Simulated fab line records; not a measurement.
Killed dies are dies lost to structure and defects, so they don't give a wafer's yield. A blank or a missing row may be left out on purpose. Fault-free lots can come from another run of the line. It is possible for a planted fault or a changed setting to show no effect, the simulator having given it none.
3 desks, one fault | flow nand-harc | each desk has only its own numbers; what lay behind them comes last

== DESK OF THE TOOL OWNER: litho-track-01 ==
The tool's own readings at NHARC_P_M0_PEB_07 (peb time 65 s): means of the sampled wafers that have a number, for each lot that ran on this tool. A lot is out of limits, marked OUT, if its mean lies more than 4 standard deviations from the usual mean; the brackets give that distance.
Columns: A = heater-power-total-W at NHARC_P_M0_PEB_07, usual 156.6 W
lot  | first seen here | A
L424 | day 5 22:26     | 156.6
L425 | day 6 16:17     | 156.5
L426 | day 6 18:55     | 156.4
L429 | day 8 00:02     | 156.6
L437 | day 11 09:01    | 188.9 (+72) OUT
L440 | day 12 16:40    | 172.7 (+36) OUT
This desk's verdict: out of limits on L437, L440, starting with L437 at day 11 09:01 (heater-power-total-W at NHARC_P_M0_PEB_07). In limits: L424, L425, L426, L429.

== FROM THE METROLOGY DESK ==
Lot by lot, what the gauges showed, no matter which tool ran the lot: averages of those sampled wafers that carry a number. A lot is out of limits, marked OUT, if its mean lies more than 4 standard deviations from the usual mean; the brackets give that distance.
Columns: A = cd-nm at NHARC_P_M0_CD_MEAS_09, usual 90.0 nm; B = overlay-x-nm at NHARC_P_M0_OVL_MEAS_10, usual 0.1 nm; C = overlay-y-nm at NHARC_P_M0_OVL_MEAS_10, usual 0.0 nm
lot  | first seen here | A              | B    | C
L424 | day 5 22:31     | 89.8           | 0.2  | -0.8
L425 | day 6 16:23     | 89.3           | 0.6  | -0.4
L426 | day 6 19:01     | 89.9           | -0.6 | -0.7
L427 | day 7 12:22     | 89.6           | -0.3 | 0.4
L428 | day 7 19:28     | 90.2           | 1.8  | 0.7
L429 | day 8 00:07     | 89.9           | 0.1  | -0.3
L430 | day 8 12:05     | 89.8           | 0.7  | -0.9
L437 | day 11 09:06    | 77.7 (-24) OUT | 0.3  | 0.3
L440 | day 12 16:45    | 84.1 (-12) OUT | 1.0  | 0.8
L442 | day 13 16:55    | 90.5           | -0.6 | 1.1
L444 | day 14 04:49    | 89.6           | -0.0 | -0.6
L445 | day 14 22:28    | 90.3           | 1.0  | -0.7
L446 | day 15 03:53    | 89.8           | 0.4  | 0.7
L447 | day 15 13:30    | 90.3           | -1.4 | -1.7
This desk's verdict: out of limits on L437, L440, starting with L437 at day 11 09:06 (cd-nm at NHARC_P_M0_CD_MEAS_09). In limits: L424, L425, L426, L427, L428, L429, L430, L442, L444, L445, L446, L447.

== THE DEFECT DESK ==
Lot by lot, what the route's inspections counted, given as the mean of those sampled wafers with a number. A lot is out of limits, marked OUT, if its mean lies more than 4 standard deviations from the usual mean; the brackets give that distance.
Columns: A = raw-defect-count at NHARC_P_M0_INSPECT_11, usual 4.7
lot  | first seen here | A
L424 | day 5 22:38     | 4.7
L425 | day 6 16:30     | 3.3
L426 | day 6 19:07     | 10.0
L427 | day 7 12:29     | 2.3
L428 | day 7 19:35     | 10.3
L429 | day 8 00:15     | 1.3
L430 | day 8 12:13     | 2.7
L437 | day 11 09:13    | 5.0
L440 | day 12 16:53    | 5.3
L442 | day 13 17:02    | 4.0
L444 | day 14 04:57    | 6.0
L445 | day 14 22:35    | 3.7
L446 | day 15 04:00    | 4.7
L447 | day 15 13:38    | 2.7
This desk's verdict: no lot among the 14 shows anything out of limits.

== PUT TOGETHER ==
The tool owner's desk had the chance to raise an alarm at day 11 09:01 on L437, L440.
The metrology desk could have raised an alarm at day 11 09:06, on L437, L440.
No out-of-limits result turned up at the defect desk.
The defect desk has L437, L440 on record, within its limits.
Of the lots named, all ran NHARC_P_M0_PEB_07 on litho-track-01.

== WHAT HAD BEEN PUT IN BY THE SIMULATOR ==
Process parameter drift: litho-track-01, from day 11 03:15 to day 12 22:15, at NHARC_P_M0_PEB_07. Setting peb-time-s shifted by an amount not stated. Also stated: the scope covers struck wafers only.
Shown lots that were struck: L437, L440.
Fault start to first reading out of limits, in hours, per desk: tool owner, 6; metrology, 6.
